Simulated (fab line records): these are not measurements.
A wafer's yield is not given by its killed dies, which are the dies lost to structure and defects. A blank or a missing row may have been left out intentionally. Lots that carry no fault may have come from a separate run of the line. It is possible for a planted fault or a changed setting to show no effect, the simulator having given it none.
Matching of chambers || flow n5 finfet || N5_BEOL_M13_DESCUM_15 on rie diel-04 has 4 sister chambers
The step chemistry O2, time 7.9 s. 20 wafers are shown with their chamber, then 10 later ones without.

WAFERS, EACH WITH ITS CHAMBER
{"wafer": "L076.1", "chamber": 3, "drypump motor current A (A)": 6.5, "showerhead plenum p Torr (Torr)": 1.99, "throttle valve pct (%)": 20.54}
{"wafer": "L076.2", "chamber": 2, "drypump motor current A (A)": 5.7, "showerhead plenum p Torr (Torr)": 2.15, "throttle valve pct (%)": 20.73}
{"wafer": "L076.4", "chamber": 3, "drypump motor current A (A)": 6.4, "showerhead plenum p Torr (Torr)": 1.99, "throttle valve pct (%)": 20.53}
{"wafer": "L078.3", "chamber": 3, "drypump motor current A (A)": 6.5, "showerhead plenum p Torr (Torr)": 1.99, "throttle valve pct (%)": 20.54}
{"wafer": "L078.5", "chamber": 3, "drypump motor current A (A)": 6.5, "showerhead plenum p Torr (Torr)": 1.99, "throttle valve pct (%)": 20.55}
{"wafer": "L078.6", "chamber": 3, "drypump motor current A (A)": 6.5, "showerhead plenum p Torr (Torr)": 1.99, "throttle valve pct (%)": 20.53}
{"wafer": "L077.2", "chamber": 3, "drypump motor current A (A)": 6.5, "showerhead plenum p Torr (Torr)": 1.99, "throttle valve pct (%)": 20.55}
{"wafer": "L077.5", "chamber": 3, "drypump motor current A (A)": 6.5, "showerhead plenum p Torr (Torr)": 1.99, "throttle valve pct (%)": 20.55}
{"wafer": "L077.6", "chamber": 2, "drypump motor current A (A)": 5.8, "showerhead plenum p Torr (Torr)": 2.15, "throttle valve pct (%)": 20.74}
{"wafer": "L083.2", "chamber": 3, "drypump motor current A (A)": 6.5, "showerhead plenum p Torr (Torr)": 1.98, "throttle valve pct (%)": 20.57}
{"wafer": "L083.5", "chamber": 2, "drypump motor current A (A)": 5.8, "showerhead plenum p Torr (Torr)": 2.15, "throttle valve pct (%)": 20.32}
{"wafer": "L083.6", "chamber": 1, "drypump motor current A (A)": 5.7, "showerhead plenum p Torr (Torr)": 2.03, "throttle valve pct (%)": 20.18}
{"wafer": "L085.1", "chamber": 1, "drypump motor current A (A)": 5.7, "showerhead plenum p Torr (Torr)": 2.03, "throttle valve pct (%)": 20.21}
{"wafer": "L085.5", "chamber": 0, "drypump motor current A (A)": 5.8, "showerhead plenum p Torr (Torr)": 2.13, "throttle valve pct (%)": 20.20}
{"wafer": "L085.6", "chamber": 3, "drypump motor current A (A)": 6.5, "showerhead plenum p Torr (Torr)": 1.98, "throttle valve pct (%)": 20.56}
{"wafer": "L089.1", "chamber": 2, "drypump motor current A (A)": 5.8, "showerhead plenum p Torr (Torr)": 2.14, "throttle valve pct (%)": 20.36}
{"wafer": "L089.2", "chamber": 0, "drypump motor current A (A)": 5.8, "showerhead plenum p Torr (Torr)": 2.12, "throttle valve pct (%)": 20.23}
{"wafer": "L089.5", "chamber": 0, "drypump motor current A (A)": 5.8, "showerhead plenum p Torr (Torr)": 2.12, "throttle valve pct (%)": 20.24}
{"wafer": "L093.1", "chamber": 0, "drypump motor current A (A)": 5.8, "showerhead plenum p Torr (Torr)": 2.12, "throttle valve pct (%)": 20.23}
{"wafer": "L093.3", "chamber": 1, "drypump motor current A (A)": 5.7, "showerhead plenum p Torr (Torr)": 2.02, "throttle valve pct (%)": 20.22}

SIGNATURES, as means of the wafers listed above
{"reading": "drypump motor current A", "chamber 0": 5.800, "chamber 1": 5.700, "chamber 2": 5.775, "chamber 3": 6.489, "scatter within a chamber": 0.032}
{"reading": "showerhead plenum p Torr", "chamber 0": 2.1225, "chamber 1": 2.0267, "chamber 2": 2.1475, "chamber 3": 1.9878, "scatter within a chamber": 0.00482}
{"reading": "throttle valve pct", "chamber 0": 20.2250, "chamber 1": 20.2033, "chamber 2": 20.5375, "chamber 3": 20.5467, "scatter within a chamber": 0.1}
Rule: a wafer lies at a distance from a chamber equal to the root of the sum of squares, over the readings, of (its reading less the chamber's mean, divided by the reading's scatter). The wafer belongs to the nearest chamber; if the next one is less than 2 further off, it can't be placed. The scatter: the root of (the sum of the squares of (reading less its chamber's mean) over the shown wafers, divided by (wafers less chambers)).

WAFERS MISSING THEIR CHAMBER
{"wafer": "L093.6", "drypump motor current A (A)": 5.7, "showerhead plenum p Torr (Torr)": 2.02, "throttle valve pct (%)": 20.22}
{"wafer": "L095.3", "drypump motor current A (A)": 5.7, "showerhead plenum p Torr (Torr)": 2.02, "throttle valve pct (%)": 20.22}
{"wafer": "L095.4", "drypump motor current A (A)": 5.8, "showerhead plenum p Torr (Torr)": 2.12, "throttle valve pct (%)": 20.24}
{"wafer": "L095.5", "drypump motor current A (A)": 5.7, "showerhead plenum p Torr (Torr)": 2.14, "throttle valve pct (%)": 20.37}
{"wafer": "L094.2", "drypump motor current A (A)": 5.8, "showerhead plenum p Torr (Torr)": 2.14, "throttle valve pct (%)": 20.36}
{"wafer": "L094.3", "drypump motor current A (A)": 5.7, "showerhead plenum p Torr (Torr)": 2.02, "throttle valve pct (%)": 20.24}
{"wafer": "L094.5", "drypump motor current A (A)": 6.5, "showerhead plenum p Torr (Torr)": 2.24, "throttle valve pct (%)": 20.21}
{"wafer": "L097.1", "drypump motor current A (A)": 5.8, "showerhead plenum p Torr (Torr)": 2.12, "throttle valve pct (%)": 20.24}
{"wafer": "L097.2", "drypump motor current A (A)": 5.8, "showerhead plenum p Torr (Torr)": 2.14, "throttle valve pct (%)": 20.36}
{"wafer": "L097.3", "drypump motor current A (A)": 6.5, "showerhead plenum p Torr (Torr)": 2.24, "throttle valve pct (%)": 20.20}

THE CHAMBER EACH PASSED THROUGH
{"wafer": "L093.6", "from the rows above": 1, "in truth": 1}
{"wafer": "L095.3", "from the rows above": 1, "in truth": 1}
{"wafer": "L095.4", "from the rows above": 0, "in truth": 0}
{"wafer": "L095.5", "from the rows above": "can't be placed: 2 or 0", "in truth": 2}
{"wafer": "L094.2", "from the rows above": "can't be placed: 2 or 0", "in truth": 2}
{"wafer": "L094.3", "from the rows above": 1, "in truth": 1}
{"wafer": "L094.5", "from the rows above": 2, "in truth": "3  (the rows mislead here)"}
{"wafer": "L097.1", "from the rows above": 0, "in truth": 0}
{"wafer": "L097.2", "from the rows above": "can't be placed: 2 or 0", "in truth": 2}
{"wafer": "L097.3", "from the rows above": 2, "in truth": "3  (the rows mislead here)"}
Correctly placed: 5 of 10. From these rows, 3 cannot be placed; in 3 the true chamber is one of the candidates. 2 placed wrongly.
